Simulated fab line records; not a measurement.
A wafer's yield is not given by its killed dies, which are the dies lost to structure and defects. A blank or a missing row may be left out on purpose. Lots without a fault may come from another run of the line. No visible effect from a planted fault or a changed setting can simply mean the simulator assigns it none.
fab line records -- flow n5Finfet
record: lots: 11, wafers: 33, lastDay: 18
route steps=1938 shown BEOL_M11@1593 PAD_METAL@1896 PASSIVATION@1910
lots that met no fault: taken from a fault-free run of the same line
startH: hours from the record's first day to the start of the lot's first wafer shown -- waitH: time in hours since the lot's previous step -- " same as the row above -- L1.1+2: a single row standing in for several wafers -- - no value, or no start was given -- * or withheld: withheld -- < > ~ a bound
route shown NAME@n: a module of which the file shows steps, and the number in the route of the first -- usual: mean/standard deviation taken from wafers without a fault -- same: alike in all rows -- chamber/n: place in a boat -- sites: per-site readings -- _std_site: how widely they spread, as a standard deviation -- _edge_site: inner sites' mean taken away from outer sites' mean -- radiusMm: how far each site lies from the wafer's centre -- mask NAME#n: copy n -- behind: the tool/chamber that last shaped the wafer -- hold: why the lot went on hold/how many hours it stayed there/how the hold came to an end -- device: which transistor (n, p or np) failed to switch -- end of line: the tests these same wafers got at the end of their route -- a step given without rows: its recipe and nothing more -- killed: at the first sort, the dies lost to defects and structure; wafer yield is something else -- map: per-die view of a wafer (x killed, . not killed, _ where there is no die)
set.NAME: the setting the step ran with; set.NAME@STEP: the setting that earlier step ran with -- model.NAME: the simulator's own value behind a step, which no gauge read
steps of the route over a sample of lots; a table a step, a row a wafer
services: a tool's chamber out of use, with start hour (startH, from the record's first day; less than 0 if before it), hours out, and reason
== steps ==
step: N5_BEOL_M11_SPUTTER_48
recipe: material: Cu, targetThkA: 120, tempC: -20, biasV: 60, powerW: 26000, chamberPressurePa: 0.13, timeS: 2
usual: substrateTempC: -19.99/0.1, throttleValvePct: 29.8/0.97
lot.wafer,tool,chamber,startH,waitH,substrateTempC,throttleValvePct
L954.3,pvdSputter-02,-,221.48,0.2,-20.04,31.1
L954.5,pvdSputter-02,-,221.48,0.2,-19.97,29.7
L954.6,pvdSputter-02,-,221.48,0.2,-20.05,28.4
L956.1,pvdSputter-01,-,235.69,0.1,-20.06,29.3
L956.4,pvdSputter-01,-,235.69,0.1,-19.96,30.6
L956.5,pvdSputter-01,-,235.69,0.1,-20.03,29.3
L958.1,pvdSputter-01,-,244.47,0.2,-20.09,29.1
L958.5,pvdSputter-01,-,244.47,0.2,-20.08,29.4
L958.6,pvdSputter-01,-,244.47,0.2,-20.16,30.2
L960.1,pvdSputter-03,-,261.28,0.1,-19.91,29.0
L960.3,pvdSputter-03,-,261.28,0.1,-19.92,30.0
L960.6,pvdSputter-03,-,261.28,0.1,-19.96,30.7
L961.1,pvdSputter-03,-,271.60,0.2,-19.85,28.7
L961.2,pvdSputter-03,-,271.60,0.2,-20.02,31.4
L961.5,pvdSputter-03,-,271.60,0.2,-20.05,30.8
L964.2,pvdSputter-03,-,284.37,0.1,-19.92,30.2
L964.3,pvdSputter-03,-,284.37,0.1,-20.08,28.9
L964.4,pvdSputter-03,-,284.37,0.1,-19.85,31.4
L965.1,pvdSputter-03,-,305.67,0.1,-20.01,30.8
L965.2,pvdSputter-03,-,305.67,0.1,-19.76,28.9
L965.5,pvdSputter-03,-,305.67,0.1,-19.94,30.0
L971.1,pvdSputter-02,-,342.22,0.1,-20.14,28.8
L971.5,pvdSputter-02,-,342.22,0.1,-20.09,31.1
L971.6,pvdSputter-02,-,342.22,0.1,-20.01,28.5
L974.2,pvdSputter-01,-,362.43,0.1,-20.06,28.9
L974.4,pvdSputter-01,-,362.43,0.1,-19.95,30.5
L974.5,pvdSputter-01,-,362.43,0.1,-20.14,29.2
L976.1,pvdSputter-03,-,380.56,0.2,-19.89,28.8
L976.4,pvdSputter-03,-,380.56,0.2,-19.89,31.2
L976.5,pvdSputter-03,-,380.56,0.2,-20.03,28.8
L977.1,pvdSputter-01,-,393.49,0.1,-20.10,29.6
L977.5,pvdSputter-01,-,393.49,0.1,-19.99,30.2
L977.6,pvdSputter-01,-,393.49,0.1,-19.89,30.6
step: N5_PASSIVATION_AL_DEP_21
recipe: material: Al, targetThkA: 28000, tempC: 400, timeS: 170, powerW: 30000, chamberPressurePa: 0.4, gas: Ar
usual: substrateTempC: 400.02/0.21, throttleValvePct: 29.9/1
lot.wafer,tool,chamber,startH,waitH,substrateTempC,throttleValvePct
L954.3,pvdSputter-01,-,258.89,0.1,400.34,29.5
L954.5,pvdSputter-01,-,258.89,0.1,399.94,30.2
L954.6,pvdSputter-01,-,258.89,0.1,400.30,30.7
L956.1,pvdSputter-03,-,279.06,0.1,400.01,30.9
L956.4,pvdSputter-03,-,279.06,0.1,400.18,30.0
L956.5,pvdSputter-03,-,279.06,0.1,399.98,31.2
L958.1,pvdSputter-03,-,284.93,0.1,399.71,31.2
L958.5,pvdSputter-03,-,284.93,0.1,400.53,31.2
L958.6,pvdSputter-03,-,284.93,0.1,400.02,30.7
L960.1,pvdSputter-03,-,296.22,0.1,400.09,31.2
L960.3,pvdSputter-03,-,296.22,0.1,399.71,30.7
L960.6,pvdSputter-03,-,296.22,0.1,400.07,30.1
L961.1,pvdSputter-03,-,304.28,0.1,400.37,28.9
L961.2,pvdSputter-03,-,304.28,0.1,400.17,31.1
L961.5,pvdSputter-03,-,304.28,0.1,399.91,31.3
L964.2,pvdSputter-01,-,319.16,0.1,399.87,29.4
L964.3,pvdSputter-01,-,319.16,0.1,399.74,30.1
L964.4,pvdSputter-01,-,319.16,0.1,400.13,30.4
L965.1,pvdSputter-01,-,342.80,0.1,400.07,29.1
L965.2,pvdSputter-01,-,342.80,0.1,400.03,30.3
L965.5,pvdSputter-01,-,342.80,0.1,400.09,30.3
L971.1,pvdSputter-01,-,381.16,0.1,399.96,30.5
L971.5,pvdSputter-01,-,381.16,0.1,399.75,30.4
L971.6,pvdSputter-01,-,381.16,0.1,400.00,29.6
L974.2,pvdSputter-01,-,400.87,0.1,399.79,30.3
L974.4,pvdSputter-01,-,400.87,0.1,400.12,29.1
L974.5,pvdSputter-01,-,400.87,0.1,400.27,29.2
L976.1,pvdSputter-01,-,417.16,0.1,399.94,30.3
L976.4,pvdSputter-01,-,417.16,0.1,400.05,29.1
L976.5,pvdSputter-01,-,417.16,0.1,399.83,30.2
L977.1,pvdSputter-03,-,427.86,0.1,400.05,31.0
L977.5,pvdSputter-03,-,427.86,0.1,400.10,31.2
L977.6,pvdSputter-03,-,427.86,0.1,400.29,30.6
step: N5_PASSIVATION_ETCH_59
recipe: chemistry: Cl2/BCl3, target: TaN, targetDepthA: 650, timeS: 34.9, ionEnergyEv: 100, pressureMtorr: 10, icpW: 900, biasW: 100, Cl2_flow_sccm: 60, bcl3FlowSccm: 30
usual: drypumpMotorCurrentA: 5.48/0.2, heBacksideLeakSccm: 3.53/0.3, oesProductAu: 0.81/0.08, throttleValvePct: 21.13/0.15
lot.wafer,tool,chamber,startH,waitH,drypumpMotorCurrentA,heBacksideLeakSccm,oesProductAu,rfHoursCounterH,throttleValvePct
L954.3,rieMetal-02,1,259.97,0.2,5.34,3.58,0.87,-,21.20
L954.5,rieMetal-02,1,259.97,0.2,5.31,3.56,0.87,-,21.20
L954.6,rieMetal-02,0,259.97,0.2,5.46,3.59,0.90,-,21.17
L956.1,rieMetal-01,1,280.11,0.3,5.59,3.45,0.85,21,20.89
L956.4,rieMetal-01,0,280.11,0.3,5.87,3.14,0.75,-,21.02
L956.5,rieMetal-01,0,280.11,0.3,5.89,3.08,0.75,-,21.01
L958.1,rieMetal-02,0,285.97,0.3,5.49,3.63,0.87,6,21.19
L958.5,rieMetal-02,0,285.97,0.3,5.45,3.60,0.88,-,21.17
L958.6,rieMetal-02,1,285.97,0.3,5.30,3.47,0.83,-,21.26
L960.1,rieMetal-01,1,297.26,0.3,5.56,3.37,0.83,23,20.92
L960.3,rieMetal-01,0,297.26,0.3,5.86,3.18,0.74,-,21.02
L960.6,rieMetal-01,1,297.26,0.3,5.57,3.57,0.84,-,20.91
L961.1,rieMetal-03,1,305.45,0.3,5.48,3.69,0.65,119,21.51
L961.2,rieMetal-03,0,305.45,0.3,5.20,3.60,0.76,42,21.18
L961.5,rieMetal-03,1,305.45,0.3,5.47,3.60,0.65,-,21.46
L964.2,rieMetal-02,0,320.90,0.3,5.47,3.70,0.85,9,21.20
L964.3,rieMetal-02,0,320.90,0.3,5.48,3.74,0.85,-,21.19
L964.4,rieMetal-02,1,320.90,0.3,5.35,3.64,0.85,-,21.23
L965.1,rieMetal-03,1,343.97,0.3,5.47,3.78,0.97,1,21.02
L965.2,rieMetal-03,0,343.97,0.3,5.24,3.78,0.74,46,21.21
L965.5,rieMetal-03,0,343.97,0.3,5.21,3.85,0.75,-,21.17
L971.1,rieMetal-03,1,382.38,0.3,5.48,3.69,0.93,4,21.01
L971.5,rieMetal-03,1,382.38,0.3,5.49,3.55,0.93,-,20.99
L971.6,rieMetal-03,0,382.38,0.3,5.21,3.55,0.75,-,21.18
L974.2,rieMetal-01,1,402.04,0.3,5.55,3.53,0.80,31,20.92
L974.4,rieMetal-01,1,402.04,0.3,5.56,3.30,0.80,-,20.93
L974.5,rieMetal-01,1,402.04,0.3,5.58,3.50,0.81,-,20.94
L976.1,rieMetal-01,1,418.20,0.3,5.59,3.41,0.79,32,20.95
L976.4,rieMetal-01,1,418.20,0.3,5.57,3.56,0.80,-,20.94
L976.5,rieMetal-01,1,418.20,0.3,5.59,3.61,0.80,-,20.94
L977.1,rieMetal-02,1,428.91,0.3,5.29,3.47,0.82,41,21.23
L977.5,rieMetal-02,0,428.91,0.3,5.49,3.69,0.82,-,21.18
L977.6,rieMetal-02,1,428.91,0.3,5.34,3.54,0.81,-,21.25
step: N5_PASSIVATION_OVL_MEAS_66
recipe: pointsPerWafer: 44
usual: PASS_OPEN_OVL: 2/5.5
lot.wafer,tool,chamber,startH,waitH,PASS_OPEN_OVL[nm]
L954.3,overlay-01,0,261.16,0.0,10
L954.5,overlay-01,0,261.16,0.0,4
L954.6,overlay-01,0,261.16,0.0,1
L956.1,overlay-01,0,281.42,0.0,6
L956.4,overlay-01,0,281.42,0.0,8
L956.5,overlay-01,0,281.42,0.0,3
L958.1,overlay-01,0,287.37,0.0,-4
L958.5,overlay-01,0,287.37,0.0,-3
L958.6,overlay-01,0,287.37,0.0,-5
L960.1,overlay-02,0,298.61,0.0,8
L960.3,overlay-02,0,298.61,0.0,7
L960.6,overlay-02,0,298.61,0.0,10
L961.1,overlay-01,0,306.78,0.0,3
L961.2,overlay-01,0,306.78,0.0,3
L961.5,overlay-01,0,306.78,0.0,9
L964.2,overlay-01,0,322.64,0.0,6
L964.3,overlay-01,0,322.64,0.0,4
L964.4,overlay-01,0,322.64,0.0,1
L965.1,overlay-02,0,345.46,0.0,3
L965.2,overlay-02,0,345.46,0.0,1
L965.5,overlay-02,0,345.46,0.0,4
L971.1,overlay-01,0,383.70,0.0,-6
L971.5,overlay-01,0,383.70,0.0,-1
L971.6,overlay-01,0,383.70,0.0,0
L974.2,overlay-02,0,403.47,0.0,12
L974.4,overlay-02,0,403.47,0.0,4
L974.5,overlay-02,0,403.47,0.0,8
L976.1,overlay-01,0,419.55,0.0,15
L976.4,overlay-01,0,419.55,0.0,12
L976.5,overlay-01,0,419.55,0.0,16
L977.1,overlay-01,0,430.10,0.0,7
L977.5,overlay-01,0,430.10,0.0,5
L977.6,overlay-01,0,430.10,0.0,15
step: N5_PASSIVATION_PROBE_49
usual: defectLimitedYield: 91.1/1.5, killed_at_M0_to_M3: 37/11, killed_at_M4_up: 13/5.6, killedAtContacts: 12/5.6, killedAtFrontEnd: 39/11, killedAtOther: 4/3.1, killedDies: 105/18, killedOnRim: 14/3.8, killedOpen: 69/13, killedShort: 35/7.4, sort_bin_5_function: 5.1/0.92, sort_bin_6_memory: 3.4/0.76, sort_bin_8_speed: 0.02/0.11, sortNPass: 1075/18, sortYieldPct: 91.1/1.5
same: grossDies: 1180, killedAtBackSide: 0, sort_bin_4_leakage[%]: 0
lot.wafer,tool,chamber,startH,waitH,defectLimitedYield[%],killed_at_M0_to_M3,killed_at_M4_up,killedAtContacts,killedAtFrontEnd,killedAtOther,killedDies,killedOnRim,killedOpen,killedShort,sort_bin_5_function[%],sort_bin_6_memory[%],sort_bin_8_speed[%],sortNPass,sortYieldPct[%]
L954.3,prober-01,-,264.53,0.1,91.6,33,13,12,37,4,99,8,61,36,4.5,3.6,0.08,1081,91.6
L954.5,prober-01,-,264.63,0.2,91.4,38,15,19,29,1,102,11,55,47,4.5,3.3,0,1078,91.4
L954.6,prober-01,-,264.68,0.3,89.9,51,17,13,37,1,119,13,82,37,5.4,4.0,0,1061,89.9
L960.1,prober-01,-,301.72,0.0,89.0,44,11,10,59,6,130,15,86,42,6.7,4.1,0,1050,89.0
L960.3,prober-01,-,301.82,0.1,90.3,38,18,8,44,6,114,16,70,42,5.8,3.5,0,1066,90.3
L960.6,prober-01,-,301.97,0.3,90.3,32,13,12,48,9,114,13,65,47,5.3,4.2,0,1066,90.3
L961.1,prober-02,-,310.29,0.0,93.0,24,10,15,31,3,83,12,60,22,4.5,2.4,0.34,1093,92.6
L961.2,prober-02,-,310.34,0.1,91.9,26,16,19,33,1,95,13,62,33,5.0,2.5,0,1085,91.9
L961.5,prober-02,-,310.49,0.2,91.8,29,14,14,39,1,97,11,64,33,4.8,3.1,0,1083,91.8
L964.2,prober-02,-,326.44,0.1,84.0,32,101,14,36,6,189,35,64,33,10.3,3.1,0,991,84.0
L964.3,prober-02,-,326.49,0.1,83.2,53,81,16,37,11,198,34,99,30,10.3,5.1,0,982,83.2
L964.4,prober-02,-,326.54,0.2,80.8,38,137,11,37,4,227,14,69,37,11.9,5.1,0,953,80.8
L965.1,prober-02,-,349.16,0.0,82.4,34,130,19,24,1,208,12,63,26,11.4,3.8,0,972,82.4
L965.2,prober-02,-,349.21,0.1,85.6,37,72,28,31,2,170,31,67,38,8.7,3.8,0,1010,85.6
L965.5,prober-02,-,349.36,0.2,83.6,42,98,17,27,10,194,27,71,36,9.2,4.5,0,986,83.6
L974.2,prober-02,-,406.93,0.1,91.1,32,33,9,30,1,105,15,67,34,5.3,3.3,0,1075,91.1
L974.4,prober-02,-,407.03,0.2,90.9,38,20,9,37,3,107,11,77,29,5.9,3.1,0,1073,90.9
L974.5,prober-02,-,407.08,0.2,91.4,44,20,4,27,6,101,19,68,32,5.1,3.3,0,1079,91.4
L976.1,prober-02,-,422.67,0.0,88.8,43,14,11,62,2,132,16,90,42,5.9,5.2,0,1048,88.8
L976.4,prober-02,-,422.82,0.2,88.7,47,31,10,45,0,133,17,91,42,5.8,5.0,0,1047,88.7
L976.5,prober-02,-,422.87,0.2,89.3,49,15,5,54,3,126,16,83,41,6.4,3.7,0,1054,89.3
L977.1,prober-02,-,433.20,0.0,90.0,42,13,9,53,1,118,15,77,41,6.6,3.0,0,1062,90.0
L977.5,prober-02,-,433.40,0.2,89.1,52,10,9,56,2,129,10,86,40,5.6,4.8,0,1051,89.1
L977.6,prober-02,-,433.45,0.3,88.1,60,20,10,49,1,140,17,88,51,5.8,5.7,0,1040,88.1
killed by level:class
L954.3 BEOL_M3:geometricParticle:open=10 MOL_CONTACT_COAG:geometricParticle:open=8 FIN_SAQP:geometricParticle:open=6 FIN_SAQP:geometricParticle:short=6 BEOL_M4:geometricParticle:open=6 BEOL_M0_SAQP:geometricParticle:short=5 BEOL_M0_SAQP:geometricParticle:open=5 STARTING-WAFER:geometricParticle:short=5
L954.5 BEOL_M0_SAQP:geometricParticle:short=15 MOL_CONTACT_COAG:geometricParticle:open=12 MOL_CONTACT_COAG:geometricParticle:short=7 BEOL_M3:geometricParticle:open=7 FIN_SAQP:geometricParticle:short=6 BEOL_M0_SAQP:geometricParticle:open=6 FIN_SAQP:geometricParticle:open=5 GATE_CUT:geometricParticle:short=4
L954.6 BEOL_M0_SAQP:geometricParticle:open=13 BEOL_M3:geometricParticle:open=12 MOL_CONTACT_COAG:geometricParticle:open=11 FIN_SAQP:geometricParticle:open=10 BEOL_M0_SAQP:geometricParticle:short=10 BEOL_M4:geometricParticle:open=7 FIN_SAQP:geometricParticle:short=6 GATE_CUT:geometricParticle:short=6
L960.1 STI_FIN_REVEAL:geometricParticle:open=16 FIN_SAQP:geometricParticle:open=15 FIN_SAQP:geometricParticle:short=12 BEOL_M0_SAQP:geometricParticle:open=12 BEOL_M0_SAQP:geometricParticle:short=10 BEOL_M3:geometricParticle:open=9 MOL_CONTACT_COAG:geometricParticle:open=7 GATE_CUT:geometricParticle:short=5
L960.3 FIN_SAQP:geometricParticle:short=15 BEOL_M2:geometricParticle:open=13 FIN_SAQP:geometricParticle:open=9 STI_FIN_REVEAL:geometricParticle:open=9 BEOL_M0_SAQP:geometricParticle:short=7 MOL_CONTACT_COAG:geometricParticle:open=6 BEOL_M0_SAQP:geometricParticle:open=6 DUMMY_GATE:geometricParticle:open=4
L960.6 FIN_SAQP:geometricParticle:short=19 FIN_SAQP:geometricParticle:open=10 MOL_CONTACT_COAG:geometricParticle:open=10 BEOL_M0_SAQP:geometricParticle:open=9 BEOL_M0_SAQP:geometricParticle:short=6 BEOL_M3:geometricParticle:open=6 MIM_TOP_ETCH:geometricParticle:short=5 GATE_CUT:geometricParticle:short=4
L961.1 MOL_CONTACT_COAG:geometricParticle:open=11 STI_FIN_REVEAL:geometricParticle:open=10 BEOL_M0_SAQP:geometricParticle:short=7 BEOL_M0_SAQP:geometricParticle:open=7 BEOL_M4:geometricParticle:open=7 FIN_SAQP:geometricParticle:open=5 BEOL_M2:geometricParticle:open=5 FIN_SAQP:geometricParticle:short=4
L961.2 MOL_CONTACT_COAG:geometricParticle:open=11 MOL_CONTACT_COAG:geometricParticle:short=8 BEOL_M4:geometricParticle:open=8 STI_FIN_REVEAL:geometricParticle:open=7 DUMMY_GATE:geometricParticle:open=7 FIN_SAQP:geometricParticle:open=6 BEOL_M3:geometricParticle:open=6 BEOL_M1:geometricParticle:open=5
L961.5 STI_FIN_REVEAL:geometricParticle:open=14 FIN_SAQP:geometricParticle:short=9 MOL_CONTACT_COAG:geometricParticle:open=9 BEOL_M3:geometricParticle:open=8 DUMMY_GATE:geometricParticle:open=5 MOL_CONTACT_COAG:geometricParticle:short=5 BEOL_M0_SAQP:geometricParticle:short=5 BEOL_M0_SAQP:geometricParticle:open=4
L964.2 BEOL_M11:unspecified=83 BEOL_M2:geometricParticle:open=12 MOL_CONTACT_COAG:geometricParticle:open=9 FIN_SAQP:geometricParticle:short=8 STI_FIN_REVEAL:geometricParticle:open=7 BEOL_M3:geometricParticle:open=7 HKMG_FIN:areaEtch=7 MOL_CONTACT_COAG:geometricParticle:short=5
L964.3 BEOL_M11:unspecified=68 BEOL_M0_SAQP:geometricParticle:open=18 BEOL_M3:geometricParticle:open=16 MOL_CONTACT_COAG:geometricParticle:open=15 BEOL_M4:geometricParticle:open=8 FIN_SAQP:geometricParticle:open=7 STI_FIN_REVEAL:geometricParticle:open=7 BEOL_M0_SAQP:geometricParticle:short=6
L964.4 BEOL_M11:unspecified=119 BEOL_M3:geometricParticle:open=12 MOL_CONTACT_COAG:geometricParticle:open=8 BEOL_M4:geometricParticle:open=8 BEOL_M1:geometricParticle:open=6 BEOL_M0_SAQP:geometricParticle:open=6 FIN_SAQP:geometricParticle:short=5 DUMMY_GATE:geometricParticle:short=4
L965.1 BEOL_M11:unspecified=119 MOL_CONTACT_COAG:geometricParticle:open=17 BEOL_M3:geometricParticle:open=8 BEOL_M4:geometricParticle:open=8 BEOL_M0_SAQP:geometricParticle:short=7 BEOL_M0_SAQP:geometricParticle:open=5 BEOL_M1:geometricParticle:short=5 GATE_CUT:geometricParticle:short=4
L965.2 BEOL_M11:unspecified=65 MOL_CONTACT_COAG:geometricParticle:open=22 BEOL_M0_SAQP:geometricParticle:short=11 BEOL_M3:geometricParticle:open=10 BEOL_M0_SAQP:geometricParticle:open=8 FIN_SAQP:geometricParticle:open=7 DUMMY_GATE:geometricParticle:open=6 MOL_CONTACT_COAG:geometricParticle:short=6
L965.5 BEOL_M11:unspecified=87 BEOL_M0_SAQP:geometricParticle:open=15 MOL_CONTACT_COAG:geometricParticle:open=14 BEOL_M3:geometricParticle:open=8 BEOL_M0_SAQP:geometricParticle:short=7 FIN_SAQP:geometricParticle:open=4 ILD0:geometricParticle:short=4 BEOL_M2:geometricParticle:short=4
L974.2 BEOL_M4:geometricParticle:open=18 BEOL_M0_SAQP:geometricParticle:short=8 FIN_SAQP:geometricParticle:short=7 FIN_SAQP:geometricParticle:open=7 STI_FIN_REVEAL:geometricParticle:open=7 BEOL_M0_SAQP:geometricParticle:open=7 BEOL_M4:geometricParticle:short=6 MOL_CONTACT_COAG:geometricParticle:open=5
L974.4 BEOL_M1:geometricParticle:open=17 BEOL_M4:geometricParticle:open=15 FIN_SAQP:geometricParticle:short=8 MOL_CONTACT_COAG:geometricParticle:open=6 STI_FIN_REVEAL:geometricParticle:open=6 DUMMY_GATE:geometricParticle:open=6 BEOL_M0_SAQP:geometricParticle:short=5 BEOL_M0_SAQP:geometricParticle:open=5
L974.5 BEOL_M4:geometricParticle:open=10 BEOL_M0_SAQP:geometricParticle:open=9 FIN_SAQP:geometricParticle:open=8 BEOL_M1:geometricParticle:open=8 FIN_SAQP:geometricParticle:short=7 BEOL_M3:geometricParticle:open=7 BEOL_M0_SAQP:geometricParticle:short=6 BEOL_M2:geometricParticle:open=6
L976.1 STI_FIN_REVEAL:geometricParticle:open=18 FIN_SAQP:geometricParticle:open=16 FIN_SAQP:geometricParticle:short=10 BEOL_M0_SAQP:geometricParticle:open=10 BEOL_M0_SAQP:geometricParticle:short=9 MOL_CONTACT_COAG:geometricParticle:open=8 BEOL_M2:geometricParticle:open=7 STI_FIN_REVEAL:geometricParticle:short=5
L976.4 BEOL_M4:geometricParticle:open=14 BEOL_M0_SAQP:geometricParticle:open=13 FIN_SAQP:geometricParticle:short=11 FIN_SAQP:geometricParticle:open=11 STI_FIN_REVEAL:geometricParticle:open=9 BEOL_M2:geometricParticle:open=8 BEOL_M5:geometricParticle:open=8 MOL_CONTACT_COAG:geometricParticle:open=7
L976.5 FIN_SAQP:geometricParticle:open=17 FIN_SAQP:geometricParticle:short=13 BEOL_M1:geometricParticle:open=11 BEOL_M2:geometricParticle:open=9 BEOL_M0_SAQP:geometricParticle:open=6 BEOL_M3:geometricParticle:open=6 BEOL_M4:geometricParticle:open=6 BEOL_M0_SAQP:geometricParticle:short=5
L977.1 FIN_SAQP:geometricParticle:open=14 BEOL_M0_SAQP:geometricParticle:short=12 BEOL_M0_SAQP:geometricParticle:open=11 FIN_SAQP:geometricParticle:short=9 BEOL_M3:geometricParticle:open=9 STI_FIN_REVEAL:geometricParticle:open=6 DUMMY_GATE:geometricParticle:open=6 GATE_CUT:geometricParticle:short=6
L977.5 FIN_SAQP:geometricParticle:open=18 STI_FIN_REVEAL:geometricParticle:open=13 BEOL_M0_SAQP:geometricParticle:open=13 BEOL_M0_SAQP:geometricParticle:short=13 BEOL_M3:geometricParticle:open=8 FIN_SAQP:geometricParticle:short=7 MOL_CONTACT_COAG:geometricParticle:open=7 BEOL_M2:geometricParticle:open=6
L977.6 BEOL_M0_SAQP:geometricParticle:open=18 FIN_SAQP:geometricParticle:short=12 BEOL_M0_SAQP:geometricParticle:short=12 BEOL_M3:geometricParticle:open=11 BEOL_M1:geometricParticle:open=10 FIN_SAQP:geometricParticle:open=9 STI_FIN_REVEAL:geometricParticle:open=8 BEOL_M4:geometricParticle:open=7
== services ==
tool,chamber,startH,hours,kind
rieMetal-02,0,204.74,-,clean
rieMetal-02,0,204.74,23.6,scheduledDown
rieMetal-02,0,204.74,23.6,ventCycle
rieMetal-02,1,209.25,8.3,repair
rieMetal-02,-,233.44,1.1,repair
rieMetal-03,0,240.05,54.4,repair
pvdSputter-02,-,311.06,2.8,repair
rieMetal-01,1,320.81,10.9,repair
rieMetal-03,1,326.35,-,clean
rieMetal-03,1,326.35,12.2,scheduledDown
rieMetal-03,1,326.35,12.2,ventCycle
rieMetal-02,1,343.36,2.2,repair
pvdSputter-03,-,348.61,9.2,repair
pvdSputter-02,-,408.90,9.1,repair
pvdSputter-03,-,417.42,3.6,repair
== key ==
firstSign: step: N5_PASSIVATION_PROBE_49, reading: killed_at_M4_up, direction: up, sigmas: 16, usual: 13, struck: 103
effect: step: N5_PASSIVATION_PROBE_49, reading: defectLimitedYield, direction: down, sigmas: 5.2, usual: 91.1, struck: 83.2
moreKillsBornAt: N5_BEOL_M11_SPUTTER_48@pvdSputter-03: 541
metAt N5_BEOL_M11_SPUTTER_48
struckLots L964,L965
notActingAt N5_PASSIVATION_AL_DEP_21,N5_PASSIVATION_ETCH_59,N5_PASSIVATION_OVL_MEAS_66
onsetBetween 271.60 284.37
fault: kind: chamberParticleSource, tool: pvdSputter-03, chamber: -, onsetH: 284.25, steps: N5_BEOL_M11_SPUTTER_48, ratePerVisitCm2: 0.72279, endH: 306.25
